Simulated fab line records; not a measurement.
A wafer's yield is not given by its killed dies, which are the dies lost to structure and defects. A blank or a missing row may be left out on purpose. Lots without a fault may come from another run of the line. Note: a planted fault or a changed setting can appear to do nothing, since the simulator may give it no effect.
fab line records    flow n5_finfet
record: lots: 7  wafers: 21
route steps=1938 shown MOL_CONTACT_COAG@563 BEOL_M0_SAQP@646 BEOL_M0_CUTY@701 BEOL_M1@814 BEOL_M2@910 BEOL_M3@974 BEOL_M4@1037
start_h: hours from the record's first day to the start of the lot's first wafer shown    wait_h: hours elapsed since this lot's preceding step    " same as the row above    L1.1+2: a single row standing in for several wafers    - no value present, or no start provided    * or withheld: withheld    < > ~ a bound
route shown NAME@n: names a module that has steps shown in the file, with the first one's number in the route    usual: the fault-free wafers' mean and standard deviation    same: alike in all rows    chamber/n: place in a boat    sites: the reading at each site    _std_site: the standard deviation of these    _edge_site: the outer-site mean with the inner-site mean subtracted    radius_mm: for every site, how far away it sits from the centre of the wafer    mask NAME#n: copy n    behind: the last tool/chamber to shape the wafer    hold: why the lot was held/for how many hours/how that ended    device: transistor that didn't switch, given as n, p or np    end of line: at the end of the route, the tests of the same wafers    a step given without rows: its recipe and nothing more    killed: count of dies lost to structure and defects at first sort (not the wafer's yield)    map: the dies of a wafer, with x for killed, . for not killed, _ for no die there
set.NAME: the setting the step ran with; set.NAME@STEP: the setting that earlier step ran with    model.NAME: the simulator's own value behind a step, which no gauge read
lots where settings were altered on purpose, with a table for each step and a row for each wafer
== steps ==
step: N5_MOL_CONTACT_COAG_PECVD_31
recipe: material: SiO2  target_thk_a: 460  temp_c: 400  precursor: TEOS/O2  pressure_torr: 6.5  rf_w: withheld  teos_flow_sccm: withheld  gas: O2  flow_sccm: 2650  time_s: 8.9
lot.wafer  tool      chamber  start_h  wait_h  set.temp_c  model.SiO2_of_MOL_CONTACT_COAG_PECVD_31.thk_nm
L080.4     pecvd-04  0        135.28   0.3     416.9       42
L080.5     "         2        "        "       416.9       41.6
L080.6     "         1        "        "       400         45.8
L084.2     pecvd-03  1        156.77   0.3     400         46.4
L084.4     "         1        "        "       395.4       48.2
L084.5     "         2        "        "       400         46.8
L086.1     pecvd-04  1        180.79   0.3     400         45
L086.2     "         0        "        "       400         46.2
L086.3     "         2        "        "       400         46.4
L092.2     pecvd-01  2        208.31   0.3     400         46.2
L092.4     "         1        "        "       400         46.4
L092.5     "         2        "        "       400         47
L093.3     pecvd-03  1        219.27   0.3     394.8       48
L093.4     "         2        "        "       394.8       48.6
L093.6     "         1        "        "       400         47.6
L094.1+5   pecvd-03  2,0      219.75   0.3     400         46.2
L094.6     "         2        "        "       400         46.6
L097.2     pecvd-03  1        238.41   0.3     400         47
L097.4     "         0        "        "       400         46.4
L097.6     "         2        "        "       400         46.8
step: N5_MOL_CONTACT_COAG_COAT_78
recipe: resist: CAR-EUV  spin_rpm: 1500  resist_thk_nm: 40
lot.wafer   tool            chamber  start_h  wait_h  set.spin_rpm  model.CAR-EUV_of_MOL_CONTACT_COAG_COAT_78.thk_nm
L080.4+5+6  litho_track-01  0        -        -       1500          39.8
L084.2      litho_track-05  0        -        -       1500          39.8
L084.4      "               0        "        "       1500          40.2
L084.5      "               0        "        "       1545          39.4
L086.1      litho_track-02  0        -        -       1500          40
L086.2      "               0        "        "       1624          38.4
L086.3      "               0        "        "       1500          39.8
L092.2+4+5  litho_track-01  0        -        -       1500          40
L093.3+4    litho_track-05  0        -        -       1500          39.8
L093.6      "               0        "        "       1500          40
L094.1      litho_track-05  0        -        -       1500          40.2
L094.5      "               0        "        "       1500          40
L094.6      "               0        "        "       1374          41.8
L097.2      litho_track-02  0        -        -       1390          41.6
L097.4      "               0        "        "       1500          39.8
L097.6      "               0        "        "       1500          40
step: N5_MOL_CONTACT_COAG_ETCHBACK_135
recipe: chemistry: CHF3  target: SiO2  target_depth_a: 250  time_s: 16.7  ion_energy_ev: 200  pressure_mtorr: 30  source_w: 610  bias_w: 170  Ar_flow_sccm: 200  CHF3_flow_sccm: 50
lot.wafer   tool         chamber  start_h  wait_h  set.time_s
L080.4+6    rie_diel-03  2,0      136.19   0.0     12.96
L080.5      "            1        "        "       16.7
L084.2      rie_diel-01  0        158.75   0.0     16.7
L084.4+5    "            1,0      "        "       19.82
L086.1+3    rie_diel-05  2,3      181.81   0.0     16.7
L086.2      "            1        "        "       15.2
L092.2+4+5  rie_diel-05  3,0,2    209.21   0.0     16.7
L093.3      rie_diel-05  1        220.17   0.0     16.7
L093.4+6    "            1,3      "        "       15.58
L094.1+6    rie_diel-03  0,3      221.19   0.0     15.19
L094.5      "            1        "        "       16.7
L097.2+4    rie_diel-01  0,3      239.42   0.0     19
L097.6      "            3        "        "       16.7
step: N5_MOL_CONTACT_COAG_STRIP_118
recipe: chemistry: CHF3  resist: SiARC  rf_frequency_hz: 6e+07
step: N5_MOL_CONTACT_COAG_VIA_ETCH_46
recipe: chemistry: C4F6/O2  target_depth_a: 460  overetch_a: 92  mask_material: SOC  target: SiO2  bias_w: 455  pressure_mtorr: 10  time_s: 40  source_w: 325  Ar_flow_sccm: 300  C4F6_flow_sccm: 10  O2_flow_sccm: 10  ion_energy_ev: 575.3  ends: end_point
lot.wafer  tool         chamber  start_h  wait_h  set.temp_c@MOL_CONTACT_COAG_PECVD_31  model.etch.depth_nm
L080.4     rie_diel-03  2        136.25   0.0     416.9                                 42.02
L080.5     "            1        "        "       416.9                                 41.51
L080.6     "            0        "        "       400                                   45.71
L084.2     rie_diel-01  0        158.78   0.0     400                                   46.46
L084.4     "            1        "        "       395.4                                 48.14
L084.5     "            0        "        "       400                                   46.88
L086.1     rie_diel-05  2        181.84   0.0     400                                   44.99
L086.2     "            1        "        "       400                                   46.18
L086.3     "            3        "        "       400                                   46.3
L092.2     rie_diel-05  3        209.25   0.0     400                                   46.21
L092.4     "            0        "        "       400                                   46.46
L092.5     "            2        "        "       400                                   47.01
L093.3     rie_diel-05  1        220.21   0.0     394.8                                 47.94
L093.4     "            1        "        "       394.8                                 48.54
L093.6     "            3        "        "       400                                   47.63
L094.1     rie_diel-03  0        221.22   0.0     400                                   46.13
L094.5     "            1        "        "       400                                   46.12
L094.6     "            3        "        "       400                                   46.62
L097.2     rie_diel-01  0        239.45   0.0     400                                   46.92
L097.4     "            3        "        "       400                                   46.33
L097.6     "            3        "        "       400                                   46.72
step: N5_MOL_CONTACT_COAG_COAT_64
recipe: resist: underlayer  temp_c: 205  time_s: 60  spin_rpm: 1500  resist_thk_nm: 10
lot.wafer   tool            chamber  start_h  wait_h  set.spin_rpm  model.underlayer_of_MOL_CONTACT_COAG_COAT_64.thk_nm
L080.4+5    litho_track-05  0        -        -       1500          10
L080.6      "               0        "        "       1446          10.2
L084.2+4    litho_track-02  0        -        -       1552          9.8
L084.5      "               0        "        "       1500          10
L086.1+3    litho_track-05  0        -        -       1392          10.4
L086.2      "               0        "        "       1500          10
L092.2+4+5  litho_track-01  0        -        -       1500          10
L093.3+4+6  litho_track-02  0        -        -       1500          10
L094.1+5    litho_track-02  0        -        -       1568          9.8
L094.6      "               0        "        "       1500          10
L097.2      litho_track-05  0        -        -       1638          9.6
L097.4+6    "               0        "        "       1500          10
step: N5_MOL_CONTACT_COAG_COAT_34
recipe: resist: CAR-EUV  spin_rpm: 1500  resist_thk_nm: 40
step: N5_MOL_CONTACT_COAG_EBR_36
recipe: solvent: PGMEA  ebr_width_mm: 1.5
step: N5_MOL_CONTACT_COAG_DESCUM_45
recipe: chemistry: O2  time_s: 7  source_power_w: 50  bias_power_w: 20  pressure_mtorr: 20  rf_frequency_hz: 2.712e+07  temp_c: 40  resist: CAR-EUV  o2_flow_sccm: 225
step: N5_MOL_CONTACT_COAG_ETCH_65
recipe: chemistry: N2/H2  target: underlayer  target_depth_a: 130  mask_material: CAR-EUV  time_s: 10.4  ion_energy_ev: 200  pressure_mtorr: 30  source_w: 840  bias_w: 150  n2_flow_sccm: 200  h2_flow_sccm: 200  ends: cleared
lot.wafer  tool         chamber  start_h  wait_h  set.spin_rpm@MOL_CONTACT_COAG_COAT_64  model.etch.depth_nm  model.CAR-EUV_of_MOL_CONTACT_COAG_COAT_34.thk_nm
L080.4     rie_diel-01  1        137.23   0.0     1500                                   9.963                24.4
L080.5     "            0        "        "       1500                                   9.974                24.6
L080.6     "            1        "        "       1446                                   10.13                24.2
L084.2     rie_diel-03  0        160.34   0.0     1552                                   9.829                25
L084.4     "            2        "        "       1552                                   9.858                24.8
L084.5     "            0        "        "       1500                                   10.01                24.8
L086.1     rie_diel-03  1        182.78   0.0     1392                                   10.34                24.4
L086.2     "            2        "        "       1500                                   9.953                24.6
L086.3     "            0        "        "       1392                                   10.34                24.2
L092.2     rie_diel-01  0        210.16   0.0     1500                                   10                   24.6
L092.4     "            3        "        "       1500                                   9.958                24.4
L092.5     "            1        "        "       1500                                   9.944                24.4
L093.3     rie_diel-05  3        221.12   0.0     1500                                   9.962                24.6
L093.4     "            3        "        "       1500                                   9.963                24.6
L093.6     "            2        "        "       1500                                   9.967                24.8
L094.1     rie_diel-01  2        222.22   0.0     1568                                   9.753                25
L094.5     "            0        "        "       1568                                   9.735                25
L094.6     "            1        "        "       1500                                   9.979                24.6
L097.2     rie_diel-03  0        240.76   0.0     1638                                   9.59                 25.4
L097.4     "            1        "        "       1500                                   10.01                24.6
L097.6     "            3        "        "       1500                                   10                   24.8
step: N5_MOL_CONTACT_COAG_ETCH_66
recipe: chemistry: CF4  target: SiARC  target_depth_a: 130  mask_material: CAR-EUV  time_s: 21.7  ion_energy_ev: 80  pressure_mtorr: 40  source_w: 545  bias_w: 36  Ar_flow_sccm: 100  cf4_flow_sccm: 100  ends: cleared
lot.wafer  tool         chamber  start_h  wait_h  set.spin_rpm@MOL_CONTACT_COAG_COAT_64  model.CAR-EUV_of_MOL_CONTACT_COAG_COAT_34.thk_nm
L080.4     rie_diel-01  1        137.25   0.0     1500                                   16.8
L080.5     "            0        "        "       1500                                   17
L080.6     "            1        "        "       1446                                   16.6
L084.2     rie_diel-03  0        160.36   0.0     1552                                   17.4
L084.4     "            2        "        "       1552                                   17.2
L084.5     "            0        "        "       1500                                   17.2
L086.1+3   rie_diel-03  1,0      182.80   0.0     1392                                   16.6
L086.2     "            2        "        "       1500                                   17
L092.2     rie_diel-01  0        210.18   0.0     1500                                   17
L092.4     "            3        "        "       1500                                   16.6
L092.5     "            1        "        "       1500                                   16.8
L093.3     rie_diel-05  3        221.14   0.0     1500                                   16.8
L093.4+6   "            3,2      "        "       1500                                   17
L094.1+5   rie_diel-01  2,0      222.24   0.0     1568                                   17.4
L094.6     "            1        "        "       1500                                   17
L097.2     rie_diel-03  0        240.78   0.0     1638                                   17.6
L097.4+6   "            1,3      "        "       1500                                   17
step: N5_BEOL_M0_SAQP_EXPOSE_11
recipe: mask_id: M0_CORE  na: 1.35  source_shape: dipole  sigma_inner: 0.538  sigma_outer: 0.738  polarization: te  target_cd_nm: 42  dose_mj: 55
lot.wafer   tool             chamber  start_h  wait_h  mask       set.dose_mj
L080.4+6    arfi_scanner-03  0        143.83   -       M0_CORE#0  56.17
L080.5      "                0        "        "       M0_CORE#0  55
L084.2+4+5  arfi_scanner-02  0        166.14   -       M0_CORE#0  55
L086.1+2+3  arfi_scanner-02  0        191.16   -       M0_CORE#0  51.94
L092.2+4+5  arfi_scanner-02  0        216.96   -       M0_CORE#0  55
L093.3+6    arfi_scanner-02  0        227.25   -       M0_CORE#0  55
L093.4      "                0        "        "       M0_CORE#0  51.37
L094.1+5    arfi_scanner-02  0        231.65   -       M0_CORE#0  55
L094.6      "                0        "        "       M0_CORE#0  58.03
L097.2+4+6  arfi_scanner-03  0        246.45   -       M0_CORE#0  55
step: N5_BEOL_M0_SAQP_PEB_12
recipe: peb_temp_c: withheld  peb_time_s: 60  resist: CAR-ArF
lot.wafer   tool            chamber  start_h  wait_h  set.peb_time_s
L080.4      litho_track-04  0        143.88   0.0     67.53
L080.5+6    "               0        "        "       60
L084.2      litho_track-04  0        166.19   0.0     53.11
L084.4+5    "               0        "        "       60
L086.1      litho_track-02  0        191.22   0.1     60
L086.2+3    "               0        "        "       70.15
L092.2+4+5  litho_track-04  0        217.02   0.0     60
L093.3+6    litho_track-04  0        227.30   0.0     60
L093.4      "               0        "        "       55.27
L094.1      litho_track-04  0        231.71   0.1     60
L094.5+6    "               0        "        "       70.16
L097.2+4    litho_track-03  0        246.50   0.0     60
L097.6      "               0        "        "       67.95
step: N5_BEOL_M0_SAQP_DEVELOP_13
recipe: develop_time_s: 30  developer: TMAH  resist: CAR-ArF  dev_temp_c: 23  rinse_liquid: diw  dry: air_spin
step: N5_BEOL_M0_SAQP_CD_MEAS_14
recipe: target_cd_nm: 42.5  landing_energy_ev: 500  detector: se_inlens
usual: cd_nm: 42.3/0.34
lot.wafer  tool       chamber  start_h  wait_h  set.dose_mj@BEOL_M0_SAQP_EXPOSE_11  set.peb_time_s@BEOL_M0_SAQP_PEB_12  cd_nm
L080.4     cd_sem-02  0        143.94   -       56.17                               67.53                               39.7
L080.5     "          0        "        "       55                                  60                                  42.6
L080.6     "          0        "        "       56.17                               60                                  42.3
L084.2     cd_sem-01  0        166.26   -       55                                  53.11                               44.7
L084.4     "          0        "        "       55                                  60                                  42.7
L084.5     "          0        "        "       55                                  60                                  42.4
L086.1     cd_sem-01  0        191.28   -       51.94                               60                                  44.2
L086.2     "          0        "        "       51.94                               70.15                               41.6
L086.3     "          0        "        "       51.94                               70.15                               42.0
L092.2     cd_sem-03  0        217.09   -       55                                  60                                  42.2
L092.4     "          0        "        "       55                                  60                                  42.9
L092.5     "          0        "        "       55                                  60                                  42.3
L093.3     cd_sem-01  0        227.36   -       55                                  60                                  41.9
L093.4     "          0        "        "       51.37                               55.27                               46.4
L093.6     "          0        "        "       55                                  60                                  42.1
L094.1     cd_sem-01  0        231.77   -       55                                  60                                  42.5
L094.5     "          0        "        "       55                                  70.16                               40.2
L094.6     "          0        "        "       58.03                               70.16                               38.6
L097.2     cd_sem-02  0        246.57   -       55                                  60                                  41.9
L097.4     "          0        "        "       55                                  60                                  41.7
L097.6     "          0        "        "       55                                  67.95                               39.8
step: N5_BEOL_M0_SAQP_CUT_ETCH_46
recipe: chemistry: N2/H2  target: SOC  target_depth_a: 1350  overetch_a: 270  temp_c: 40  time_s: 202.5  ion_energy_ev: 200  mask_material: SiARC  pressure_mtorr: 30  source_w: 840  bias_w: 150  n2_flow_sccm: 200  h2_flow_sccm: 200
usual: rf_vpp_V: 524.6/1.7
lot.wafer  tool         chamber  start_h  wait_h  set.source_w  rf_vpp_V
L080.4     rie_diel-04  0        149.56   0.1     973.7         500.7
L080.5     "            2        "        "       973.7         495.2
L080.6     "            1        "        "       973.7         500.8
L084.2     rie_diel-04  3        170.49   0.0     840           525.0
L084.4     "            0        "        "       840           525.2
L084.5     "            0        "        "       840           524.0
L086.1     rie_diel-02  1        195.61   0.0     773.6         537.6
L086.2     "            0        "        "       773.6         537.7
L086.3     "            2        "        "       840           525.9
L092.2     rie_diel-02  0        222.27   0.0     840           524.6
L092.4     "            3        "        "       840           527.0
L092.5     "            1        "        "       840           525.3
L093.3     rie_diel-02  1        231.93   0.0     840           524.5
L093.4     "            0        "        "       840           523.7
L093.6     "            0        "        "       840           522.8
L094.1     rie_diel-04  2        236.07   0.0     918           505.4
L094.5     "            1        "        "       918           510.5
L094.6     "            0        "        "       840           524.1
L097.2     rie_diel-04  0        250.79   0.0     840           522.6
L097.4     "            3        "        "       840           524.1
L097.6     "            0        "        "       840           525.4
step: N5_BEOL_M0_CUTY_COAT_50
recipe: resist: SiARC  temp_c: 220  time_s: 60  spin_rpm: 1500  resist_thk_nm: 15
lot.wafer   tool            chamber  start_h  wait_h  set.spin_rpm  model.SiARC_of_BEOL_M0_CUTY_COAT_50.thk_nm
L080.4      litho_track-05  0        150.35   0.0     1500          15
L080.5      "               0        "        "       1439          15.2
L080.6      "               0        "        "       1439          15.4
L084.2+5    litho_track-01  0        171.42   0.0     1500          15
L084.4      "               0        "        "       1603          14.4
L086.1+2    litho_track-05  0        196.49   0.0     1439          15.4
L086.3      "               0        "        "       1500          15
L092.2      litho_track-01  0        223.14   0.0     1500          15
L092.4+5    "               0        "        "       1500          14.8
L093.3      litho_track-01  0        232.80   0.0     1357          15.8
L093.4+6    "               0        "        "       1500          15
L094.1+6    litho_track-01  0        236.98   0.0     1500          15
L094.5      "               0        "        "       1617          14.4
L097.2+4+6  litho_track-03  0        251.67   0.0     1500          15
step: N5_BEOL_M1_SPUTTER_48
recipe: material: Cu  target_thk_a: 45  temp_c: -20  chamber_pressure_pa: 0.07  power_w: withheld  time_s: 8.29
lot.wafer   tool            chamber  start_h  wait_h  set.time_s  model.Cu_of_BEOL_M1_SPUTTER_48.thk_nm
L080.4      pvd_sputter-02  -        166.75   0.1     8.29        4.2
L080.5+6    "               -        "        "       8.29        4.4
L084.2      pvd_sputter-01  -        183.52   0.1     9.403       -
L084.4      "               -        "        "       8.29        4.4
L084.5      "               -        "        "       9.403       5.2
L086.1+2+3  pvd_sputter-01  -        210.55   0.2     8.29        4.2
L092.2+5    pvd_sputter-03  -        235.76   0.1     8.29        4.6
L092.4      "               -        "        "       8.29        4.4
L093.3      pvd_sputter-02  -        246.58   0.1     8.29        4.6
L093.4      "               -        "        "       9.211       5
L093.6      "               -        "        "       9.211       -
L094.1      pvd_sputter-02  -        257.07   0.1     8.29        4.4
L094.5      "               -        "        "       9.413       -
L094.6      "               -        "        "       9.413       4.8
L097.2      pvd_sputter-01  -        265.97   0.1     7.139       3.8
L097.4+6    "               -        "        "       8.29        4.4
step: N5_BEOL_M2_SPUTTER_86
recipe: material: Cu  target_thk_a: 45  temp_c: -20  chamber_pressure_pa: 0.07  power_w: withheld  time_s: 8.29
lot.wafer  tool            chamber  start_h  wait_h  set.time_s  model.Cu_of_BEOL_M2_SPUTTER_86.thk_nm
L080.4+5   pvd_sputter-01  -        180.84   0.1     8.29        4.4
L080.6     "               -        "        "       7.967       -
L084.2     pvd_sputter-03  -        196.01   0.1     8.29        4.4
L084.4     "               -        "        "       8.964       4.6
L084.5     "               -        "        "       8.964       4.8
L086.1     pvd_sputter-01  -        222.99   0.1     8.29        4.4
L086.2     "               -        "        "       7.333       -
L086.3     "               -        "        "       7.333       4
L092.2+5   pvd_sputter-02  -        244.91   0.1     8.29        4.6
L092.4     "               -        "        "       8.29        4.8
L093.3     pvd_sputter-03  -        261.86   0.1     7.184       4
L093.4     "               -        "        "       8.29        4.6
L093.6     "               -        "        "       8.29        4.8
L094.1     pvd_sputter-03  -        280.96   0.1     8.29        4.6
L094.5     "               -        "        "       7.326       -
L094.6     "               -        "        "       8.29        4.4
L097.2+6   pvd_sputter-02  -        300.58   0.1     8.29        4.6
L097.4     "               -        "        "       8.29        4.4
step: N5_BEOL_M3_ETCH_70
recipe: chemistry: N2/H2  target: SOC  target_depth_a: 800  overetch_a: 160  mask_material: SiARC  temp_c: 40  time_s: 120  ion_energy_ev: 200  pressure_mtorr: 30  source_w: 840  bias_w: 150  n2_flow_sccm: 200  h2_flow_sccm: 200
usual: rf_vpp_V: 524.5/1.8
lot.wafer  tool         chamber  start_h  wait_h  set.source_w  rf_vpp_V
L080.4     rie_diel-06  2        190.20   0.0     840           522.8
L080.5     "            0        "        "       840           523.0
L080.6     "            3        "        "       721.5         550.8
L084.2     rie_diel-04  2        205.30   0.0     840           523.3
L084.4     "            3        "        "       840           524.1
L084.5     "            3        "        "       840           525.5
L086.1     rie_diel-02  2        231.12   0.0     840           524.9
L086.2     "            3        "        "       701.1         558.5
L086.3     "            0        "        "       701.1         555.9
L092.2     rie_diel-02  0        260.60   0.0     840           523.1
L092.4     "            3        "        "       840           526.4
L092.5     "            0        "        "       840           523.4
L093.3     rie_diel-06  3        268.88   0.0     840           521.2
L093.4     "            1        "        "       840           525.7
L093.6     "            3        "        "       840           524.0
L094.1     rie_diel-02  1        290.44   0.0     840           524.9
L094.5     "            3        "        "       840           526.2
L094.6     "            2        "        "       980.6         498.5
L097.2     rie_diel-02  3        306.26   0.0     757.6         545.1
L097.4     "            2        "        "       840           524.8
L097.6     "            1        "        "       840           524.0
step: N5_BEOL_M4_DESCUM_16
recipe: chemistry: O2  time_s: 7  source_power_w: 50  bias_power_w: 20  pressure_mtorr: 20  rf_frequency_hz: 2.712e+07  temp_c: 40  resist: CAR-EUV  o2_flow_sccm: 225
lot.wafer   tool         chamber  start_h  wait_h  set.time_s  model.CAR-EUV_of_BEOL_M4_COAT_05.thk_nm
L080.4      rie_diel-01  3        197.86   0.0     5.675       26.8
L080.5+6    "            1,0      "        "       7           26
L084.2+4+5  rie_diel-05  3,0,0    213.08   0.2     7           26
L086.1+2    rie_diel-05  3,2      237.61   0.2     5.788       26.6
L086.3      "            0        "        "       7           26
L092.2      rie_diel-05  1        268.71   0.1     7           26.2
L092.4+5    "            2        "        "       7           26
L093.3+6    rie_diel-03  3,0      274.26   0.5     5.717       26.8
L093.4      "            2        "        "       7           26
L094.1+5+6  rie_diel-03  2,3,0    295.83   0.0     5.946       26.6
L097.2+4    rie_diel-01  1,0      313.32   0.3     7           26
L097.6      "            2        "        "       7           25.8
step: N5_BEOL_M4_ETCH_74
recipe: chemistry: N2/H2  target: underlayer  target_depth_a: 65  mask_material: CAR-EUV  time_s: 5.2  ion_energy_ev: 200  pressure_mtorr: 30  source_w: 840  bias_w: 150  n2_flow_sccm: 200  h2_flow_sccm: 200  ends: cleared
lot.wafer   tool         chamber  start_h  wait_h  set.time_s@BEOL_M4_DESCUM_16  model.CAR-EUV_of_BEOL_M4_COAT_05.thk_nm
L080.4      rie_diel-01  3        197.90   0.0     5.675                         21
L080.5+6    "            1,0      "        "       7                             20.4
L084.2+4+5  rie_diel-05  3,0,0    213.12   0.0     7                             20.2
L086.1      rie_diel-05  3        237.64   0.0     5.788                         20.8
L086.2      "            2        "        "       5.788                         21
L086.3      "            0        "        "       7                             20.2
L092.2+4    rie_diel-05  1,2      268.74   0.0     7                             20.4
L092.5      "            2        "        "       7                             20.2
L093.3+6    rie_diel-03  3,0      274.30   0.0     5.717                         21
L093.4      "            2        "        "       7                             20.2
L094.1+5    rie_diel-03  2,3      295.87   0.0     5.946                         20.8
L094.6      "            0        "        "       5.946                         21
L097.2+4+6  rie_diel-01  1,0,2    313.35   0.0     7                             20.2
step: N5_BEOL_M4_ETCH_64
recipe: chemistry: N2/H2  target: SOC  target_depth_a: 750  overetch_a: 225  mask_material: SiARC  temp_c: 40  time_s: 121.9  ion_energy_ev: 200  pressure_mtorr: 30  source_w: 840  bias_w: 150  n2_flow_sccm: 200  h2_flow_sccm: 200
usual: rf_vpp_V: 524.2/2.9
lot.wafer  tool         chamber  start_h  wait_h  set.bias_w  rf_vpp_V  model.SiARC_of_BEOL_M4_COAT_62.thk_nm
L080.4     rie_diel-01  3        197.94   0.0     150         526.5     6.6
L080.5     "            1        "        "       150         525.7     6
L080.6     "            0        "        "       150         527.1     6.4
L084.2     rie_diel-05  3        213.16   0.0     129.3       473.4     7.4
L084.4     "            0        "        "       129.3       472.6     7.4
L084.5     "            0        "        "       150         520.6     6.4
L086.1     rie_diel-05  3        237.69   0.0     166.7       554.7     5.8
L086.2     "            2        "        "       166.7       563.6     5.6
L086.3     "            0        "        "       150         528.4     6.2
L092.2     rie_diel-05  1        268.79   0.0     150         523.2     6.4
L092.4     "            2        "        "       150         525.8     6.2
L092.5     "            2        "        "       150         525.5     6.2
L093.3     rie_diel-03  3        274.34   0.0     150         518.7     6.6
L093.4     "            2        "        "       162.1       547.5     5.8
L093.6     "            0        "        "       162.1       551.7     6
L094.1     rie_diel-03  2        295.91   0.0     131.6       479.9     7.2
L094.5     "            3        "        "       131.6       479.9     7.4
L094.6     "            0        "        "       150         525.1     6.6
L097.2     rie_diel-01  1        313.40   0.0     138.6       499.3     6.6
L097.4     "            0        "        "       150         525.4     6.4
L097.6     "            2        "        "       138.6       500.1     6.8
== key ==
split: step: N5_MOL_CONTACT_COAG_PECVD_31  setting: temp_c  stated: 400  by: wafer
response: step: N5_MOL_CONTACT_COAG_PECVD_31  reading: model.SiO2_of_MOL_CONTACT_COAG_PECVD_31.thk_nm  change: -0.942  per: 1%  r: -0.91
response: step: N5_MOL_CONTACT_COAG_VIA_ETCH_46  reading: model.etch.depth_nm  change: -0.917  per: 1%  r: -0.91
split: step: N5_MOL_CONTACT_COAG_COAT_78  setting: spin_rpm  stated: 1500  by: wafer
response: step: N5_MOL_CONTACT_COAG_COAT_78  reading: model.CAR-EUV_of_MOL_CONTACT_COAG_COAT_78.thk_nm  change: -0.203  per: 1%  r: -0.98
split: step: N5_MOL_CONTACT_COAG_ETCHBACK_135  setting: time_s  stated: 16.7  by: wafer
response none clear
split: step: N5_MOL_CONTACT_COAG_COAT_64  setting: spin_rpm  stated: 1500  by: wafer
response: step: N5_MOL_CONTACT_COAG_COAT_64  reading: model.underlayer_of_MOL_CONTACT_COAG_COAT_64.thk_nm  change: -0.0488  per: 1%  r: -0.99
response: step: N5_MOL_CONTACT_COAG_ETCH_65  reading: model.etch.depth_nm  change: -0.0487  per: 1%  r: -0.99
response: step: N5_MOL_CONTACT_COAG_ETCH_65  reading: model.CAR-EUV_of_MOL_CONTACT_COAG_COAT_34.thk_nm  change: +0.0651  per: 1%  r: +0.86
response: step: N5_MOL_CONTACT_COAG_ETCH_66  reading: model.CAR-EUV_of_MOL_CONTACT_COAG_COAT_34.thk_nm  change: +0.064  per: 1%  r: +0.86
split: step: N5_BEOL_M0_SAQP_EXPOSE_11  setting: dose_mj  stated: 55  by: wafer
response: step: N5_BEOL_M0_SAQP_CD_MEAS_14  reading: cd_nm  slope: -0.391  per: 1%  together_with: peb_time_s@BEOL_M0_SAQP_PEB_12  explained: 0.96
split: step: N5_BEOL_M0_SAQP_PEB_12  setting: peb_time_s  stated: 60  by: wafer
response: step: N5_BEOL_M0_SAQP_CD_MEAS_14  reading: cd_nm  change: -0.193  per: 1%  r: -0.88
split: step: N5_BEOL_M0_SAQP_CUT_ETCH_46  setting: source_w  stated: 840  by: wafer
response: step: N5_BEOL_M0_SAQP_CUT_ETCH_46  reading: rf_vpp_V  change: -1.63  per: 1%  r: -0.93
split: step: N5_BEOL_M0_CUTY_COAT_50  setting: spin_rpm  stated: 1500  by: wafer
response: step: N5_BEOL_M0_CUTY_COAT_50  reading: model.SiARC_of_BEOL_M0_CUTY_COAT_50.thk_nm  change: -0.0831  per: 1%  r: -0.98
split: step: N5_BEOL_M1_SPUTTER_48  setting: time_s  stated: 8.29  by: wafer
response: step: N5_BEOL_M1_SPUTTER_48  reading: model.Cu_of_BEOL_M1_SPUTTER_48.thk_nm  change: +0.0426  per: 1%  r: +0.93
split: step: N5_BEOL_M2_SPUTTER_86  setting: time_s  stated: 8.29  by: wafer
response: step: N5_BEOL_M2_SPUTTER_86  reading: model.Cu_of_BEOL_M2_SPUTTER_86.thk_nm  change: +0.0443  per: 1%  r: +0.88
split: step: N5_BEOL_M3_ETCH_70  setting: source_w  stated: 840  by: wafer
response: step: N5_BEOL_M3_ETCH_70  reading: rf_vpp_V  change: -1.87  per: 1%  r: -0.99
split: step: N5_BEOL_M4_DESCUM_16  setting: time_s  stated: 7  by: wafer
response: step: N5_BEOL_M4_DESCUM_16  reading: model.CAR-EUV_of_BEOL_M4_COAT_05.thk_nm  change: -0.0404  per: 1%  r: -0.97
response: step: N5_BEOL_M4_ETCH_74  reading: model.CAR-EUV_of_BEOL_M4_COAT_05.thk_nm  change: -0.0384  per: 1%  r: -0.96
split: step: N5_BEOL_M4_ETCH_64  setting: bias_w  stated: 150  by: wafer
response: step: N5_BEOL_M4_ETCH_64  reading: rf_vpp_V  change: +3.4  per: 1%  r: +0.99
response: step: N5_BEOL_M4_ETCH_64  reading: model.SiARC_of_BEOL_M4_COAT_62.thk_nm  change: -0.0611  per: 1%  r: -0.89
